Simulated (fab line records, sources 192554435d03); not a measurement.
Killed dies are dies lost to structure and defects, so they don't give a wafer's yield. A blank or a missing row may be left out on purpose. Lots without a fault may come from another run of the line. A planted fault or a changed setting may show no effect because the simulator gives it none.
fab line records | flow n5_finfet
record lots=9 wafers=26 last_day=18
route steps=1938 shown DUMMY_REMOVAL@377 HKMG_FIN@421 BEOL_M4@1111 PASSIVATION@1936
lots that met no fault: from a run of the same line without faults
start_h: hours from the record's first day to the start of the lot's first wafer shown | wait_h: hours since the lot's step before | " the same as in the row above | L1.1+2: a row that stands for several wafers | - no value, or no start given | * or withheld: withheld | < > ~ a bound
route shown NAME@n: a module of which the file shows steps, and the number in the route of the first | usual: mean/standard deviation of fault-free wafers | same: alike in all rows | chamber/n: place in a boat | sites: the reading at each site | _std_site: their standard deviation | _edge_site: outer sites' mean less inner sites' | radius_mm: how far each site lies from the wafer's centre | mask NAME#n: copy n | behind: the tool/chamber that last shaped the wafer | hold: why the lot was held/for how many hours/how that ended | device: the transistor (n, p or np) that didn't switch | end of line: the same wafers' tests at the end of the route | a step without rows: its recipe alone | killed: dies lost to structure and defects at the first sort, not the wafer's yield | map: a wafer's dies, x killed, . not, _ none there
set.NAME: the setting as run; set.NAME@STEP: as run at that earlier step | model.NAME: the simulator's own value behind a step, which no gauge read
steps of the route over a sample of lots; a table a step, a row a wafer
services: from which hour (start_h, from the record's first day; less than 0 if before it) a tool's chamber was out of use, for how many hours, and why
## steps
# step N5_DUMMY_REMOVAL_HM_STRIP_01
# recipe chemistry=CH3F/O2 material=SiNx target_depth_a=40 stop_on=poly-Si time_s=6.8 over_etch_frac=0.3 ion_energy_ev=60 power_w=410 bias_w=29 Ar_flow_sccm=150 CH3F_flow_sccm=30 O2_flow_sccm=20
# usual drypump_motor_current_A=5.8/0.39 oes_product_au=0.62/0.063 rf_vpp_V=127.6/0.93 showerhead_plenum_p_Torr=2.00/0.064 throttle_valve_pct=16.42/0.22
# columns lot.wafer tool chamber start_h wait_h drypump_motor_current_A oes_product_au rf_hours_counter_h rf_vpp_V showerhead_plenum_p_Torr throttle_valve_pct
L692.1 rie_diel-04 1 80.28 0.0 5.9 0.57 196 128.6 2.08 16.45
L692.2 " 0 " " 5.6 0.72 25 126.9 1.96 16.27
L692.3 " 2 " " 6.5 0.54 269 127.7 1.96 16.84
L694.2 rie_diel-04 1 88.10 0.2 5.9 0.57 199 127.9 2.08 16.49
L694.3 " 0 " " 5.6 0.72 27 125.6 1.96 16.25
L698.2 rie_diel-04 2 110.80 0.0 6.5 0.53 282 127.9 1.96 16.85
L698.3 " 0 " " 5.6 0.70 37 126.7 1.96 16.27
L698.6 " 1 " " 5.8 0.56 - 126.7 2.07 16.50
L703.1 rie_diel-05 0 141.57 0.0 6.0 0.60 183 127.7 2.07 16.73
L703.3 " 3 " " 5.7 0.69 73 125.4 1.94 16.00
L703.5 " 0 " " 6.0 0.59 - 127.9 2.07 16.72
L704.2 rie_diel-06 0 147.38 0.0 5.7 0.57 231 128.8 2.06 16.27
L704.4 " 1 " " 5.8 0.60 142 126.5 1.92 16.50
L704.5 " 1 " " 5.8 0.60 - 126.1 1.92 16.48
L708.1 rie_diel-05 0 174.73 0.0 6.0 0.59 192 128.3 2.07 16.76
L708.4 " 3 " " 5.6 0.68 84 126.5 1.93 16.05
L708.5 " 0 " " 6.0 0.59 - 127.0 2.07 16.75
L709.4 rie_diel-04 3 182.26 0.2 5.1 0.64 144 127.9 2.01 16.62
L709.5 " 3 " " 5.1 0.63 - 127.9 2.01 16.64
L709.6 " 2 " " 6.5 0.78 - 128.4 1.95 16.34
L712.2 rie_diel-06 0 197.07 0.0 5.7 0.57 247 125.5 2.05 16.30
L712.4 " 3 " " 5.2 0.61 168 127.7 2.08 16.20
L712.6 " 2 " " 5.9 0.58 - 127.4 2.07 16.46
L714.1 rie_diel-04 2 205.86 0.0 6.5 0.77 9 127.8 1.95 16.33
L714.3 " 0 " " 5.6 0.67 68 127.2 1.95 16.36
L714.5 " 2 " " 6.5 0.76 - 125.9 1.95 16.34
# step N5_HKMG_FIN_PWFM_ALD_03
# recipe material=TiN target_thk_a=20 temp_c=400 ald_precursor_family=TiCl4 ald_co_reactant=NH3 pulse_time_s=1 purge_time_s=3 co_reactant_purge_time_s=2 co_reactant_pulse_time_s=2 ald_cycles=91 pressure_torr=3
# usual ald_cycles=91/0 heater_power_w=908/110 precursor_pulse_height_rel=0.999/0.021
# columns lot.wafer tool chamber start_h wait_h ald_cycles heater_power_w precursor_pulse_height_rel since_wet_clean_h
L692.1 ald_metal-01 3 84.79 0.0 91 726 1.041 2825
L692.2 " 0 " " 91 959 1.002 2825
L692.3 " 1 " " 91 1102 0.984 2825
L694.2 ald_metal-01 0 92.05 0.0 91 929 0.978 2832
L694.3 " 2 " " 127 890 1.034 2832
L698.2 ald_metal-01 3 115.16 0.0 91 736 1.027 2855
L698.3 " 1 " " 127 1101 0.978 2855
L698.6 " 2 " " 127 893 1.001 -
L703.1 ald_metal-04 2 145.74 0.0 91 962 1.003 1347
L703.3 " 0 " " 91 969 0.996 1347
L703.5 " 1 " " 91 971 1.003 -
L704.2 ald_metal-02 3 151.61 0.0 91 819 0.984 4430
L704.4 " 1 " " 91 866 0.975 4430
L704.5 " 0 " " 91 910 1.008 -
L708.1 ald_metal-04 0 178.77 0.0 91 943 0.993 1380
L708.4 " 3 " " 91 1092 0.986 1380
L708.5 " 2 " " 91 917 0.990 -
L709.4 ald_metal-04 1 186.43 0.0 91 975 0.981 1388
L709.5 " 3 " " 91 1101 1.021 -
L709.6 " 2 " " 91 917 0.976 -
L712.2 ald_metal-02 0 201.00 0.0 91 956 1.006 4479
L712.4 " 3 " " 91 854 1.007 4479
L712.6 " 3 " " 91 806 0.990 -
L714.1 ald_metal-01 1 210.01 0.0 91 1095 1.016 2950
L714.3 " 0 " " 91 954 0.994 2950
L714.5 " 2 " " 91 904 1.009 -
# step N5_HKMG_FIN_CD_MEAS_12
# recipe target_cd_nm=92.8 landing_energy_ev=500 detector=se_inlens
# usual cd_nm=92.9/0.61
# columns lot.wafer tool chamber start_h wait_h cd_nm
L692.1 cd_sem-01 0 85.64 - 94.1
L692.2 " 0 " " 93.4
L692.3 " 0 " " 93.3
L694.2 cd_sem-03 0 92.88 - 93.4
L694.3 " 0 " " 93.2
L698.2 cd_sem-01 0 116.00 - 92.3
L698.3 " 0 " " 92.4
L698.6 " 0 " " 92.3
L703.1 cd_sem-03 0 147.79 - 92.7
L703.3 " 0 " " 94.0
L703.5 " 0 " " 93.5
L704.2 cd_sem-03 0 152.32 - 92.2
L704.4 " 0 " " 93.0
L704.5 " 0 " " 92.2
L708.1 cd_sem-01 0 179.48 - 92.0
L708.4 " 0 " " 92.6
L708.5 " 0 " " 92.1
L709.4 cd_sem-03 0 187.27 - 92.7
L709.5 " 0 " " 93.4
L709.6 " 0 " " 93.0
L712.2 cd_sem-03 0 201.71 - 93.2
L712.4 " 0 " " 92.5
L712.6 " 0 " " 93.2
L714.1 cd_sem-03 0 210.85 - 92.9
L714.3 " 0 " " 93.2
L714.5 " 0 " " 92.8
# step N5_HKMG_FIN_DESCUM_17
# recipe chemistry=O2 time_s=7.9 source_power_w=50 bias_power_w=20 pressure_mtorr=20 rf_frequency_hz=2.712e+07 temp_c=40 resist=CAR-ArF o2_flow_sccm=225
# usual drypump_motor_current_A=5.9/0.42 oes_product_au=0.78/0.088 rf_vpp_V=243.4/1.3 showerhead_plenum_p_Torr=2.10/0.07 throttle_valve_pct=20.25/0.25
# columns lot.wafer tool chamber start_h wait_h drypump_motor_current_A oes_product_au rf_hours_counter_h rf_vpp_V showerhead_plenum_p_Torr throttle_valve_pct
L692.1 rie_diel-02 2 86.46 0.8 5.6 0.68 242 242.9 2.15 20.92
L692.2 " 0 " " 5.5 0.84 73 245.5 2.11 19.90
L692.3 " 3 " " 5.9 0.84 61 245.5 2.12 20.34
L694.2 rie_diel-01 3 93.09 0.2 6.2 0.91 15 243.2 2.23 20.07
L694.3 " 2 " " 5.6 0.77 142 243.1 2.09 20.02
L698.2 rie_diel-03 2 116.08 0.0 6.4 0.74 171 241.9 2.00 20.32
L698.3 " 0 " " 6.3 0.69 235 241.1 2.06 20.25
L698.6 " 3 " " 6.3 0.70 - 241.9 2.08 20.74
L703.1 rie_diel-01 1 147.90 0.1 5.9 0.91 22 241.6 2.04 20.12
L703.3 " 2 " " 5.6 0.77 164 243.3 2.08 20.04
L703.5 " 2 " " 5.6 0.76 - 242.6 2.08 20.04
L704.2 rie_diel-03 0 152.45 0.1 6.3 0.68 248 242.2 2.06 20.26
L704.4 " 3 " " 6.3 0.71 232 242.1 2.07 20.76
L704.5 " 0 " " 6.3 0.67 - 244.3 2.06 20.25
L708.1 rie_diel-03 1 179.57 0.0 5.8 0.72 202 243.2 2.17 20.39
L708.4 " 2 " " 6.4 0.72 - 242.1 1.99 20.35
L708.5 " 3 " " 6.3 0.70 - 241.6 2.07 20.77
L709.4 rie_diel-01 2 187.63 0.3 5.6 0.75 181 242.4 2.07 20.06
L709.5 " 2 " " 5.6 0.75 - 242.6 2.07 20.07
L709.6 " 1 " " 5.9 0.88 - 242.4 2.03 20.15
L712.2 rie_diel-02 3 201.99 0.2 5.8 0.79 100 242.7 2.11 20.40
L712.4 " 0 " " 5.5 0.79 113 243.2 2.10 19.95
L712.6 " 1 " " 4.8 0.68 - 241.9 1.98 20.34
L714.1 rie_diel-02 0 210.93 0.0 5.5 0.79 116 243.6 2.09 19.96
L714.3 " 1 " " 4.8 0.69 241 242.1 1.98 20.35
L714.5 " 1 " " 4.8 0.69 - 241.1 1.98 20.37
# step N5_BEOL_M4_RC_MEAS_101
# usual DIBL_N=36.4/1.2 DIBL_P=36.1/1.6 IOFF_N=0.156/0.024 IOFF_P=0.21/0.031 IOFF_P_85C=3.6/0.44 IOFF_P_LIN=0.098/0.012 IOFF_P_LONG=0.000105/8.9e-06 ION_N=674/11 ION_P=463/6.9 SS_N=71.5/0.5 SS_P=73.2/0.55 VT_N=250.0/2.9 VT_P=-250/3.6 VT_P_LONG=-276/3.2 VT_P_LVT=-99.2/2.6
# columns lot.wafer tool chamber start_h wait_h DIBL_N[mV/V] DIBL_P[mV/V] IOFF_N[nA/um] IOFF_P[nA/um] IOFF_P_85C[nA/um] IOFF_P_LIN[nA/um] IOFF_P_LONG[nA/um] ION_N[uA/um] ION_P[uA/um] SS_N[mV/dec] SS_P[mV/dec] VT_N[mV] VT_P[mV] VT_P_LONG[mV] VT_P_LVT[mV]
L692.1 prober-01 0 167.87 0.0 36.0 35.3 0.151 0.23 3.8 0.109 0.000116 682 472 71.9 73.1 250.8 -246 -272 -97.4
L692.2 " 0 " " 35.7 35.0 0.147 0.22 3.8 0.106 0.00012 677 471 72.0 72.9 251.0 -246 -271 -98.3
L692.3 " 0 " " 36.9 35.9 0.168 0.24 4.1 0.113 0.000114 679 469 71.3 72.6 247.8 -245 -272 -96.7
L694.2 prober-02 0 174.43 0.2 35.5 36.6 0.160 0.20 3.5 0.092 9.2e-05 675 456 71.5 73.7 248.2 -252 -278 -99.7
L694.3 " 0 " " 35.4 36.2 0.141 0.48 7.4 0.222 0.000165 658 489 71.3 73.5 251.2 -230 -256 -74.5
L698.2 prober-02 0 195.98 0.2 34.6 33.9 0.136 0.20 3.3 0.097 0.000109 661 466 70.7 73.5 250.5 -249 -275 -100.2
L698.3 " 0 " " 35.2 35.1 0.142 0.57 8.3 0.272 0.000204 676 508 71.2 73.2 252.3 -220 -249 -72.2
L698.6 " 0 " " 36.4 36.3 0.174 0.66 9.3 0.304 0.000205 686 523 71.6 73.9 247.8 -219 -248 -70.0
L703.1 prober-01 0 227.28 0.0 34.6 32.7 0.127 0.18 3.2 0.088 0.000105 661 454 71.4 72.3 255.9 -252 -276 -102.3
L703.3 " 0 " " 34.1 32.2 0.117 0.17 3.0 0.084 0.000104 660 453 71.3 72.0 255.5 -253 -273 -101.7
L703.5 " 0 " " 36.6 35.1 0.156 0.21 3.7 0.101 0.000105 678 460 71.4 73.0 250.3 -249 -275 -99.1
L704.2 prober-01 0 242.19 0.2 37.0 35.7 0.143 0.17 2.9 0.079 8.3e-05 665 455 72.0 73.3 250.7 -259 -282 -102.5
L704.4 " 0 " " 37.7 36.9 0.156 0.18 3.1 0.082 8.7e-05 684 458 72.1 73.2 249.1 -258 -282 -103.5
L704.5 " 0 " " 36.5 35.4 0.135 0.16 2.8 0.076 8.4e-05 667 454 71.4 73.1 252.3 -259 -283 -103.5
L708.1 prober-01 0 257.99 0.0 35.7 34.8 0.138 0.19 3.4 0.095 0.000113 668 461 70.4 73.1 249.6 -249 -275 -100.7
L708.4 " 0 " " 35.9 35.4 0.143 0.21 3.6 0.100 0.00011 668 461 71.3 72.7 248.5 -250 -275 -99.4
L708.5 " 0 " " 36.2 35.9 0.145 0.21 3.7 0.101 0.000114 669 466 71.4 72.7 249.6 -248 -276 -98.8
L709.4 prober-01 0 283.16 0.5 33.6 34.5 0.101 0.16 2.8 0.079 9.3e-05 653 455 70.5 73.0 258.6 -256 -280 -104.5
L709.5 " 0 " " 34.9 36.2 0.126 0.18 3.2 0.088 9.8e-05 663 460 71.2 72.9 253.7 -254 -280 -104.6
L709.6 " 0 " " 34.4 35.3 0.112 0.17 3.0 0.084 9.5e-05 657 457 70.8 72.4 257.3 -256 -279 -103.4
L712.2 prober-02 0 300.99 0.2 37.2 36.8 0.152 0.20 3.6 0.096 9.9e-05 674 464 71.7 72.6 251.9 -254 -273 -98.6
L712.4 " 0 " " 35.7 34.9 0.127 0.18 3.2 0.090 0.000103 669 462 71.3 72.5 253.1 -254 -274 -99.9
L712.6 " 0 " " 36.0 34.9 0.134 0.18 3.3 0.090 9.9e-05 681 464 71.2 72.6 253.8 -255 -274 -99.0
L714.1 prober-01 0 314.74 0.0 35.8 35.8 0.156 0.19 3.4 0.091 0.0001 678 464 71.4 73.8 248.1 -253 -275 -100.7
L714.3 " 0 " " 35.0 34.4 0.141 0.17 3.0 0.082 9.6e-05 674 452 72.0 73.3 251.6 -255 -275 -102.4
L714.5 " 0 " " 35.1 34.8 0.140 0.17 3.2 0.085 9.8e-05 681 464 71.5 72.8 248.5 -254 -277 -101.7
# step N5_PASSIVATION_PROBE_49
# usual defect_limited_yield=91.4/1.5 killed_at_M0_to_M3=31/11 killed_at_M4_up=13/5.5 killed_at_contacts=13/6.3 killed_at_front_end=40/13 killed_at_other=3.3/2.6 killed_dies=101/18 killed_on_rim=13/4 killed_open=67/13 killed_short=33/7.9 sort_bin_4_leakage=0/0 sort_bin_5_function=5.1/1 sort_bin_6_memory=3.2/0.68 sort_n_pass=1079/18 sort_yield_pct=91.4/1.5
# same gross_dies=1180 killed_at_back_side=0 sort_bin_8_speed[%]=0
# columns lot.wafer tool chamber start_h wait_h defect_limited_yield[%] killed_at_M0_to_M3 killed_at_M4_up killed_at_contacts killed_at_front_end killed_at_other killed_dies killed_on_rim killed_open killed_short sort_bin_4_leakage[%] sort_bin_5_function[%] sort_bin_6_memory[%] sort_n_pass sort_yield_pct[%]
L692.1 prober-02 - 267.97 0.0 92.1 25 18 19 31 0 93 13 56 34 0 4.6 3.3 1087 92.1
L692.2 prober-02 - 268.02 0.1 92.4 15 16 10 48 1 90 14 56 34 0 5.2 2.4 1090 92.4
L692.3 prober-02 - 268.07 0.1 92.5 26 13 19 30 0 88 7 66 20 0 4.9 2.4 1092 92.5
L694.2 prober-02 - 270.64 0.1 87.0 40 22 18 69 4 153 17 109 44 0 8.2 4.5 1027 87.0
L694.3 prober-02 - 270.69 0.1 91.0 25 12 14 54 1 106 14 73 32 3.64 5.8 3.0 1031 87.4
L698.2 prober-01 - 298.47 0.1 91.4 36 14 23 26 2 101 16 66 35 0 5.5 2.6 1079 91.4
L698.3 prober-01 - 298.52 0.1 92.3 36 11 21 17 6 91 17 63 28 16.61 3.9 3.5 893 75.7
L698.6 prober-01 - 298.67 0.3 91.9 33 13 7 39 3 95 11 56 38 38.39 5.1 2.8 632 53.6
L703.1 prober-02 - 333.38 0.0 91.2 27 18 21 35 3 104 10 70 34 0 5.3 3.4 1076 91.2
L703.3 prober-02 - 333.48 0.1 89.7 19 20 20 53 9 121 12 83 38 0 6.5 3.2 1059 89.7
L703.5 prober-02 - 333.58 0.2 92.4 16 4 14 51 5 90 13 66 24 0 4.1 3.2 1090 92.4
L704.2 prober-01 - 337.87 0.1 91.9 37 16 11 28 3 95 16 65 30 0 5.2 2.9 1085 91.9
L704.4 prober-01 - 337.97 0.2 88.6 47 18 25 42 2 134 15 86 48 0 7.2 4.1 1046 88.6
L704.5 prober-01 - 338.02 0.2 90.8 30 18 22 37 1 108 11 71 36 0 4.4 4.2 1072 90.8
L708.1 prober-02 - 356.28 0.0 90.4 28 22 18 44 1 113 13 75 38 0 5.3 4.0 1067 90.4
L708.4 prober-02 - 356.43 0.2 91.5 37 10 13 38 2 100 16 54 46 0 5.9 2.1 1080 91.5
L708.5 prober-02 - 356.48 0.2 90.5 36 16 20 35 5 112 14 81 31 0 5.8 3.5 1068 90.5
L709.4 prober-01 - 379.89 0.2 92.1 28 3 7 50 5 93 11 56 36 0 5.5 2.4 1087 92.1
L709.5 prober-01 - 379.94 0.2 92.0 20 11 9 45 9 94 12 59 31 0 4.2 3.3 1086 92.0
L709.6 prober-01 - 379.99 0.3 90.3 37 9 12 55 2 115 9 78 34 0 5.7 3.9 1065 90.3
L712.2 prober-02 - 406.18 0.3 92.5 37 17 12 22 0 88 10 58 30 0 4.2 3.0 1092 92.5
L712.4 prober-02 - 406.28 0.4 92.2 38 13 1 40 0 92 14 52 38 0 4.0 3.3 1088 92.2
L712.6 prober-02 - 406.38 0.5 93.0 30 9 11 31 2 83 10 52 31 0 4.4 2.4 1097 93.0
L714.1 prober-02 - 422.33 0.1 89.8 37 7 13 58 5 120 10 70 50 0 6.7 3.4 1060 89.8
L714.3 prober-02 - 422.43 0.2 91.8 36 15 8 34 4 97 14 59 38 0 5.0 2.8 1083 91.8
L714.5 prober-02 - 422.53 0.3 90.9 36 11 22 32 6 107 18 75 32 0 4.8 3.9 1073 90.9
# killed by level:class
L692.1 MOL_CONTACT_COAG:geometric_particle:open=13 GATE_CUT:geometric_particle:short=10 MOL_CONTACT_COAG:geometric_particle:short=6 BEOL_M1:geometric_particle:open=6 BEOL_M4:geometric_particle:open=6 BEOL_M2:geometric_particle:open=5 FIN_SAQP:geometric_particle:short=4 STI_FIN_REVEAL:geometric_particle:open=4
L692.2 FIN_SAQP:geometric_particle:short=14 MOL_CONTACT_COAG:geometric_particle:open=10 FIN_SAQP:geometric_particle:open=9 BEOL_M4:geometric_particle:open=9 BEOL_M1:geometric_particle:open=7 DUMMY_GATE:geometric_particle:open=6 STI_FIN_REVEAL:geometric_particle:open=5 BEOL_M1:geometric_particle:short=5
L692.3 MOL_CONTACT_COAG:geometric_particle:open=17 FIN_SAQP:geometric_particle:open=8 FIN_SAQP:geometric_particle:short=6 STARTING-WAFER:geometric_particle:open=6 BEOL_M0_SAQP:geometric_particle:open=5 BEOL_M0_SAQP:geometric_particle:short=5 BEOL_M0:geometric_particle:open=5 BEOL_M2:geometric_particle:open=5
L694.2 FIN_SAQP:geometric_particle:open=32 BEOL_M2:geometric_particle:open=17 MOL_CONTACT_COAG:geometric_particle:open=16 FIN_SAQP:geometric_particle:short=10 BEOL_M2:geometric_particle:short=10 BEOL_M4:geometric_particle:open=10 DUMMY_GATE:geometric_particle:open=8 BEOL_M5:geometric_particle:open=6
L694.3 FIN_SAQP:geometric_particle:open=16 MOL_CONTACT_COAG:geometric_particle:open=13 FIN_SAQP:geometric_particle:short=9 SPACER0:geometric_particle:open=6 BEOL_M2:geometric_particle:open=5 STI_FIN_REVEAL:geometric_particle:open=5 BEOL_M0_SAQP:geometric_particle:short=5 BEOL_M4:geometric_particle:open=4
L698.2 MOL_CONTACT_COAG:geometric_particle:open=16 BEOL_M3:geometric_particle:open=13 BEOL_M0_SAQP:geometric_particle:short=11 FIN_SAQP:geometric_particle:open=8 MOL_CONTACT_COAG:geometric_particle:short=7 BEOL_M4:geometric_particle:open=7 BEOL_M0_SAQP:geometric_particle:open=5 STI_FIN_REVEAL:geometric_particle:open=3
L698.3 MOL_CONTACT_COAG:geometric_particle:open=17 BEOL_M0_SAQP:geometric_particle:open=10 BEOL_M0_SAQP:geometric_particle:short=9 BEOL_M4:geometric_particle:open=8 FIN_SAQP:geometric_particle:short=6 BEOL_M2:geometric_particle:open=5 BEOL_M3:geometric_particle:open=5 MOL_CONTACT_COAG:geometric_particle:short=4
L698.6 STARTING-WAFER:geometric_particle:open=7 BEOL_M3:geometric_particle:open=7 BEOL_M4:geometric_particle:open=7 FIN_SAQP:geometric_particle:short=6 BEOL_M2:geometric_particle:open=6 MOL_CONTACT_COAG:geometric_particle:open=5 BEOL_M0:geometric_particle:open=5 STI_FIN_REVEAL:geometric_particle:short=4
L703.1 MOL_CONTACT_COAG:geometric_particle:open=21 FIN_SAQP:geometric_particle:short=11 STI_FIN_REVEAL:geometric_particle:open=7 BEOL_M4:geometric_particle:open=6 BEOL_M0_SAQP:geometric_particle:open=5 BEOL_M2:geometric_particle:open=5 STARTING-WAFER:geometric_particle:short=4 FIN_SAQP:geometric_particle:open=3
L703.3 MOL_CONTACT_COAG:geometric_particle:open=16 FIN_SAQP:geometric_particle:open=15 FIN_SAQP:geometric_particle:short=10 BEOL_M2:geometric_particle:open=7 STI_FIN_REVEAL:geometric_particle:open=6 BEOL_M5:geometric_particle:open=6 GATE_CUT:geometric_particle:short=5 STARTING-WAFER:geometric_particle:open=5
L703.5 FIN_SAQP:geometric_particle:open=13 MOL_CONTACT_COAG:geometric_particle:open=13 FIN_SAQP:geometric_particle:short=11 STI_FIN_REVEAL:geometric_particle:open=10 STARTING-WAFER:geometric_particle:open=5 DUMMY_GATE:geometric_particle:open=4 BEOL_M3:geometric_particle:open=4 BEOL_M2:geometric_particle:open=3
L704.2 FIN_SAQP:geometric_particle:open=9 MOL_CONTACT_COAG:geometric_particle:open=9 BEOL_M2:geometric_particle:open=9 FIN_SAQP:geometric_particle:short=7 BEOL_M3:geometric_particle:open=7 BEOL_M4:geometric_particle:open=7 BEOL_M0_SAQP:geometric_particle:open=6 BEOL_M0_SAQP:geometric_particle:short=6
L704.4 MOL_CONTACT_COAG:geometric_particle:open=14 FIN_SAQP:geometric_particle:open=11 MOL_CONTACT_COAG:geometric_particle:short=11 FIN_SAQP:geometric_particle:short=10 BEOL_M2:geometric_particle:open=10 BEOL_M3:geometric_particle:open=9 BEOL_M0_SAQP:geometric_particle:short=8 BEOL_M1:geometric_particle:open=7
L704.5 MOL_CONTACT_COAG:geometric_particle:open=15 BEOL_M0_SAQP:geometric_particle:open=10 FIN_SAQP:geometric_particle:open=9 BEOL_M4:geometric_particle:open=9 FIN_SAQP:geometric_particle:short=8 MOL_CONTACT_COAG:geometric_particle:short=7 BEOL_M0_SAQP:geometric_particle:short=6 BEOL_M1:geometric_particle:open=6
L708.1 MOL_CONTACT_COAG:geometric_particle:open=14 BEOL_M2:geometric_particle:open=12 FIN_SAQP:geometric_particle:short=10 BEOL_M4:geometric_particle:open=10 FIN_SAQP:geometric_particle:open=9 STI_FIN_REVEAL:geometric_particle:open=6 BEOL_M0_SAQP:geometric_particle:open=6 BEOL_M0_SAQP:geometric_particle:short=5
L708.4 BEOL_M0_SAQP:geometric_particle:short=12 MOL_CONTACT_COAG:geometric_particle:open=10 FIN_SAQP:geometric_particle:short=7 STI_FIN_REVEAL:geometric_particle:open=7 BEOL_M2:geometric_particle:open=7 BEOL_M4:geometric_particle:open=6 FIN_SAQP:geometric_particle:open=5 GATE_CUT:geometric_particle:short=5
L708.5 MOL_CONTACT_COAG:geometric_particle:open=16 BEOL_M0_SAQP:geometric_particle:open=10 STI_FIN_REVEAL:geometric_particle:open=8 FIN_SAQP:geometric_particle:short=7 BEOL_M1:geometric_particle:open=7 BEOL_M2:geometric_particle:open=7 FIN_SAQP:geometric_particle:open=5 BEOL_M4:geometric_particle:open=5
L709.4 FIN_SAQP:geometric_particle:open=16 BEOL_M0_SAQP:geometric_particle:short=12 BEOL_M0_SAQP:geometric_particle:open=9 STI_FIN_REVEAL:geometric_particle:open=7 FIN_SAQP:geometric_particle:short=4 DUMMY_GATE:geometric_particle:open=4 MOL_CONTACT_COAG:geometric_particle:open=4 STARTING-WAFER:geometric_particle:short=4
L709.5 FIN_SAQP:geometric_particle:open=9 FIN_SAQP:geometric_particle:short=9 BEOL_M3:geometric_particle:open=7 STI_FIN_REVEAL:geometric_particle:open=6 MOL_CONTACT_COAG:geometric_particle:open=5 SPACER0:geometric_particle:open=4 ILD0:geometric_particle:open=4 MOL_CONTACT_COAG:geometric_particle:short=4
L709.6 FIN_SAQP:geometric_particle:open=16 STI_FIN_REVEAL:geometric_particle:open=11 MOL_CONTACT_COAG:geometric_particle:open=9 DUMMY_GATE:geometric_particle:open=8 BEOL_M0_SAQP:geometric_particle:short=7 BEOL_M0_SAQP:geometric_particle:open=5 BEOL_M1:geometric_particle:open=5 BEOL_M2:geometric_particle:open=5
L712.2 MOL_CONTACT_COAG:geometric_particle:open=10 BEOL_M4:geometric_particle:open=7 BEOL_M0_SAQP:geometric_particle:short=6 BEOL_M3:geometric_particle:open=6 BEOL_M1:geometric_particle:open=6 BEOL_M2:geometric_particle:open=6 DUMMY_GATE:geometric_particle:open=4 GATE_CUT:geometric_particle:open=4
L712.4 BEOL_M3:geometric_particle:open=11 BEOL_M0_SAQP:geometric_particle:short=7 BEOL_M0_SAQP:geometric_particle:open=6 FIN_SAQP:geometric_particle:short=5 DUMMY_GATE:geometric_particle:open=5 STI_FIN_REVEAL:geometric_particle:open=5 DUMMY_GATE:geometric_particle:short=4 GATE_CUT:geometric_particle:short=4
L712.6 MOL_CONTACT_COAG:geometric_particle:open=11 FIN_SAQP:geometric_particle:short=6 BEOL_M0_SAQP:geometric_particle:open=6 BEOL_M1:geometric_particle:open=6 GATE_CUT:geometric_particle:short=5 BEOL_M0_SAQP:geometric_particle:short=5 GATE_CUT:geometric_particle:open=4 BEOL_M1:geometric_particle:short=4
L714.1 STI_FIN_REVEAL:geometric_particle:open=10 MOL_CONTACT_COAG:geometric_particle:open=10 FIN_SAQP:geometric_particle:open=9 FIN_SAQP:geometric_particle:short=9 STI_FIN_REVEAL:geometric_particle:short=8 BEOL_M0_SAQP:geometric_particle:short=8 BEOL_M3:geometric_particle:open=7 BEOL_M1:geometric_particle:short=5
L714.3 BEOL_M0_SAQP:geometric_particle:short=10 BEOL_M0_SAQP:geometric_particle:open=9 BEOL_M1:geometric_particle:open=9 MOL_CONTACT_COAG:geometric_particle:open=7 STI_FIN_REVEAL:geometric_particle:open=6 FIN_SAQP:geometric_particle:short=5 GATE_CUT:geometric_particle:short=5 BEOL_M4:geometric_particle:open=5
L714.5 MOL_CONTACT_COAG:geometric_particle:open=20 BEOL_M3:geometric_particle:open=9 BEOL_M1:geometric_particle:open=8 STI_FIN_REVEAL:geometric_particle:open=8 FIN_SAQP:geometric_particle:short=6 FIN_SAQP:geometric_particle:open=6 BEOL_M0_SAQP:geometric_particle:open=6 BEOL_M0_SAQP:geometric_particle:short=5
## services
# columns tool chamber start_h hours kind
rie_diel-06 - 58.10 2.8 pm
rie_diel-01 2 64.49 1.4 repair
ald_metal-01 - 69.25 1.4 repair
rie_diel-03 - 72.00 15.6 pm
rie_diel-06 3 81.36 10.5 repair
rie_diel-04 0 85.45 2.4 repair
ald_metal-04 - 103.32 6.0 pm
rie_diel-05 0 105.22 2.4 repair
rie_diel-02 2 108.20 - clean
ald_metal-04 - 112.16 0.5 repair
rie_diel-01 1 121.69 7.3 repair
ald_metal-01 2 132.64 2.4 repair
rie_diel-05 0 149.24 2.4 repair
rie_diel-04 0 150.26 5.2 repair
rie_diel-02 3 152.96 1.8 repair
rie_diel-04 2 155.76 - clean
rie_diel-04 2 155.76 - consumable_replace:esc
rie_diel-04 2 155.76 - consumable_replace:focus_ring
rie_diel-04 2 155.76 18.5 scheduled_down
rie_diel-04 2 155.76 18.5 vent_cycle
rie_diel-03 0 165.62 14.4 repair
rie_diel-01 1 172.82 7.6 repair
rie_diel-02 0 174.77 2.9 repair
rie_diel-06 1 175.19 8.7 repair
## key
first_sign step=N5_HKMG_FIN_PWFM_ALD_03 reading=ald_cycles direction=up sigmas=99+ usual=* struck=*
effect step=N5_BEOL_M4_RC_MEAS_101 reading=IOFF_P_LIN direction=up sigmas=14 usual=0.098 struck=0.266
effect step=N5_BEOL_M4_RC_MEAS_101 reading=IOFF_P direction=up sigmas=12 usual=0.21 struck=0.57
effect step=N5_BEOL_M4_RC_MEAS_101 reading=IOFF_P_85C direction=up sigmas=11 usual=3.6 struck=8.3
effect step=N5_BEOL_M4_RC_MEAS_101 reading=VT_P_LVT direction=up sigmas=11 usual=-99.2 struck=-72.3
effect step=N5_BEOL_M4_RC_MEAS_101 reading=IOFF_P_LONG direction=up sigmas=9.7 usual=0.000105 struck=0.000191
effect step=N5_BEOL_M4_RC_MEAS_101 reading=VT_P_LONG direction=up sigmas=7.6 usual=-276 struck=-251
effect step=N5_BEOL_M4_RC_MEAS_101 reading=VT_P direction=up sigmas=7.5 usual=-250 struck=-223
effect step=N5_BEOL_M4_RC_MEAS_101 reading=ION_P direction=up sigmas=6.4 usual=463 struck=507
effect step=N5_PASSIVATION_PROBE_49 reading=sort_bin_4_leakage direction=up sigmas=99+ usual=0 struck=19.55
met_at N5_HKMG_FIN_PWFM_ALD_03
struck_lots L694,L698
struck_wafers L694.3,L698.3,L698.6
not_acting_at N5_DUMMY_REMOVAL_HM_STRIP_01,N5_HKMG_FIN_CD_MEAS_12,N5_HKMG_FIN_DESCUM_17
onset_between 84.79 92.05
fault kind=process_parameter_drift tool=ald_metal-01 chamber=- onset_h=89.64 steps=N5_HKMG_FIN_PWFM_ALD_03 channel=ald_cycles offset=* shape=step end_h=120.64 scope=struck_wafers_only acts_in=* stated=*
